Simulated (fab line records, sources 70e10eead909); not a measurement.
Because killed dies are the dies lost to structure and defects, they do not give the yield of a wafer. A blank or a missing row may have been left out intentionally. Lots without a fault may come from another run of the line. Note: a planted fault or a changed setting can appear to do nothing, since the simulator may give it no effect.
Code-filled problem report in 8D (eight disciplines) form | flow nandHarc | the parts of the form that need people (team, actions taken, sign-off) are left out

1. PROBLEM STATEMENT
A mean of 107.1 nm is read at NHARC_P_GATE_CD_MEAS_33 for cdNm, taken on 1 wafer of 1 lot, against 120.0 nm (standard deviation 2.8) on wafers free of any fault. Relative to the usual mean, that is a shift of -4.6 standard deviations.
First seen on wafer L697.2, day 11 02:23, on cdSem-01. The record has a number at this step for 34 wafers belonging to 12 lots. By rule, "out" or "out of limits" means more than 4 standard deviations away from the usual mean. The other wafers with a number count as sound.

2. WHAT THIS IS AND IS NOT
question                    | is                     | is not
which readings at this step | cdNm                   | -
which lots                  | L697                   | L683, L684, L686, L689, L690, L691, L696, L702, L703, L704, L705
which wafers of those lots  | all that have a number | -
read on which gauges        | cdSem-01               | cdSem-02, cdSem-03
when                        | from day 11 02:23      | up to then (21 sound wafers); but 12 sound wafers of L702, L703, L704, L705 came after

3. WHAT RULES OUT EACH SUSPECT
Counting: a tool at any process step up to the reading remains a suspect when it ran all the lots that are out and ran no sound lot after the first of those.
- ruled out: the gauge at NHARC_P_GATE_CD_MEAS_33. All the wafers that are out were read on cdSem-01, but those of them that NHARC_P_GATE_ETCH_104 has rows for are out there too, on other tools.
- cmp-01 at NHARC_P_STI_CMP_21 (polishes, t overpolish 20 s, target thk 380.67 nm): ruled out as a lasting fault. After its first lot that is out, L697 (day 9 16:55), sound lots L705 ran on it.
- rieDiel-07 at NHARC_P_GATE_ETCH_104 (etches the open film in CF4/CHF3, target depth 60 nm): kept. It ran the lot that is out, L697 (day 11 01:38), and no sound lot after that; its last sound lot up to then is L691 (day 8 20:56). On those wafers its own readings are out: oesProductAu, rfFwdPowerW.
- rieDiel-07 at NHARC_P_GATE_HM_OPEN_105 (chemistry O2/COS, target depth 360 nm): kept. It ran the lot that is out, L697 (day 11 02:23), and no sound lot after that; its last sound lot up to then is L691 (day 8 21:39). With no start given for some of its lots, NHARC_P_GATE_HM_OPEN_105 uses the hours and lot order of NHARC_P_GATE_CD_MEAS_33.
The count leaves rieDiel-07 at NHARC_P_GATE_HM_OPEN_105 and rieDiel-07 at NHARC_P_GATE_ETCH_104.

4. THE CAUSE (what the simulator had put in)
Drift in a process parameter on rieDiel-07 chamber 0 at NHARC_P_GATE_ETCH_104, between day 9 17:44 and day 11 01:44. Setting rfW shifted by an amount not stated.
Counting left 2 suspects, and this tool is among them.

5. SEQUENCE OF EFFECTS, ordered by route
Each row: a reading where the mean over the struck wafers with a number is more than 3 standard deviations away from the usual. Scope: only readings with a usual standard deviation given in the record; hours: median across lots of the time from each lot's start at the first step in this table that gives one to its start at this step; sigmas: change in usual standard deviations.
hours | step                    | reading      | usual      | on struck wafers | change | sigmas
0     | NHARC_P_GATE_ETCH_104   | oesProductAu | 0.950 a.u. | 1.198            | +0.248 | +11
0     | NHARC_P_GATE_ETCH_104   | rfFwdPowerW  | 492.2 W    | 689.0            | +196.8 | +73
1     | NHARC_P_GATE_CD_MEAS_33 | cdNm         | 120.0 nm   | 107.1            | -12.9  | -4.6
Process steps it contains:
- NHARC_P_GATE_ETCH_104: etches the open film in CF4/CHF3, target depth 60 nm.

6. HOW IT WOULD HAVE BEEN CAUGHT EARLIER
Counted from the fault's start at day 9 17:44, it took 33 hours until the first out-of-limits reading at a measuring or inspecting step in this record, taken at day 11 02:23.
At NHARC_P_GATE_ETCH_104, the tool's own readings (oesProductAu, rfFwdPowerW) were out on each struck wafer the step has a row for, so an alarm limit on them would have fired on the first such wafer.
By day 11 02:23, every lot that is out (1) had started NHARC_P_GATE_ETCH_104 on rieDiel-07. Holding the tool at that point would not have protected any of them.
